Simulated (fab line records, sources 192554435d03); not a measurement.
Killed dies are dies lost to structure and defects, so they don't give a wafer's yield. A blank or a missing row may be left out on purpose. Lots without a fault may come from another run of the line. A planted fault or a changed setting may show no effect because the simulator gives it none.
One fault seen from 2 desks | flow n5_finfet | each desk has only its own numbers; what lay behind them comes last

THE TOOL OWNER'S DESK: rie_diel-06
The tool's own readings at N5_BEOL_M2_ETCH_63 (etches SiARC in CF4, target depth 15.6 nm, time 26 s): means of the sampled wafers that have a number, for each lot that ran on this tool. A lot is out of limits, marked OUT, if its mean lies more than 4 standard deviations from the usual mean; the brackets give that distance. Of its 9 readings 7 are shown: the one that was out of limits first, and those that lie furthest out on some lot.
Columns: A = bias_w at N5_BEOL_M2_ETCH_63, usual 35.99 W; B = cf4_flow_sccm at N5_BEOL_M2_ETCH_63, usual 100.0 sccm; C = etch_rf_on_time_s at N5_BEOL_M2_ETCH_63, usual 26.0 s; D = oes_product_au at N5_BEOL_M2_ETCH_63, usual 0.66 a.u.; E = rf_vpp_V at N5_BEOL_M2_ETCH_63, usual 183.8 V; F = showerhead_plenum_p_Torr at N5_BEOL_M2_ETCH_63, usual 2.13 Torr; G = throttle_valve_pct at N5_BEOL_M2_ETCH_63, usual 15.57 %
lot  | first seen here | A     | B     | C              | D    | E     | F    | G
L222 | day 8 03:18     | 35.95 | 100.2 | 25.8           | 0.66 | 184.4 | 2.16 | 15.29
L223 | day 8 05:38     | 35.97 | 99.9  | 25.6           | 0.66 | 184.4 | 2.15 | 15.46
L224 | day 8 08:16     | 36.11 | 100.1 | 30.0 (+11) OUT | 0.63 | 183.5 | 2.12 | 15.56
L228 | day 9 15:33     | 36.02 | 99.8  | 32.1 (+16) OUT | 0.59 | 183.8 | 2.09 | 15.75
L229 | day 10 01:49    | 35.94 | 100.1 | 39.5 (+36) OUT | 0.52 | 182.0 | 2.09 | 15.76
L234 | day 12 14:26    | 35.96 | 99.8  | 26.4           | 0.61 | 183.8 | 2.10 | 15.72
L240 | day 12 23:20    | 36.08 | 100.1 | 26.1           | 0.62 | 183.6 | 2.07 | 15.82
This desk's finding: out of limits on L224, L228, L229; first on L224, day 8 08:16 (etch_rf_on_time_s at N5_BEOL_M2_ETCH_63). In limits: L222, L223, L234, L240.

THE METROLOGY DESK
What the gauges read, lot by lot, whatever tool the lot ran on: means of the sampled wafers that have a number. A lot is out of limits, marked OUT, if its mean lies more than 4 standard deviations from the usual mean; the brackets give that distance. Of its 11 readings 7 are shown: those that lie furthest out on some lot.
Columns: A = DIBL_N at N5_BEOL_M4_RC_MEAS_101, usual 36.3 mV/V; B = DIBL_P at N5_BEOL_M4_RC_MEAS_101, usual 36.3 mV/V; C = ION_N at N5_BEOL_M4_RC_MEAS_101, usual 675 uA/um; D = ION_P at N5_BEOL_M4_RC_MEAS_101, usual 462 uA/um; E = SS_P at N5_BEOL_M4_RC_MEAS_101, usual 73.4 mV/dec; F = VT_N at N5_BEOL_M4_RC_MEAS_101, usual 249.5 mV; G = VT_P at N5_BEOL_M4_RC_MEAS_101, usual -250.1 mV
lot  | first seen here | A    | B    | C   | D   | E    | F     | G
L220 | day 7 03:05     | 35.4 | 36.9 | 672 | 453 | 73.3 | 253.5 | -252.6
L222 | day 8 01:27     | 36.1 | 36.4 | 671 | 462 | 73.8 | 247.7 | -245.3
L223 | day 8 03:10     | 37.2 | 36.3 | 684 | 466 | 73.7 | 250.4 | -249.3
L224 | day 8 05:48     | 35.3 | 36.5 | 657 | 450 | 73.6 | 251.2 | -252.7
L228 | day 9 13:49     | 35.2 | 35.4 | 671 | 459 | 73.8 | 252.8 | -249.8
L229 | day 9 22:52     | 36.6 | 36.2 | 689 | 472 | 73.4 | 244.3 | -246.2
L235 | day 11 11:24    | 38.2 | 38.8 | 676 | 461 | 74.3 | 249.6 | -247.7
L234 | day 12 12:33    | 36.6 | 34.4 | 675 | 458 | 73.5 | 251.5 | -250.8
L240 | day 12 21:02    | 35.2 | 36.5 | 670 | 454 | 73.7 | 249.3 | -253.1
This desk's finding: nothing out of limits on any of the 9 lots.

PUT TOGETHER
The tool owner's desk could have raised an alarm at day 8 08:16, on L224, L228, L229.
The metrology desk saw nothing out of limits.
The metrology desk has L224, L228, L229 on record, within its limits.
Of the lots named, all ran N5_BEOL_M2_ETCH_63 on rie_diel-06.

WHAT THE SIMULATOR HAD PUT IN
Process parameter drift: rie_diel-06, from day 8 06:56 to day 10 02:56, at N5_BEOL_M2_ETCH_63. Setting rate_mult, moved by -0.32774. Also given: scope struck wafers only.
Lots struck among those shown: L224, L228, L229.
Hours from the fault's start to each desk's first reading out of limits: the tool owner's desk, 1.
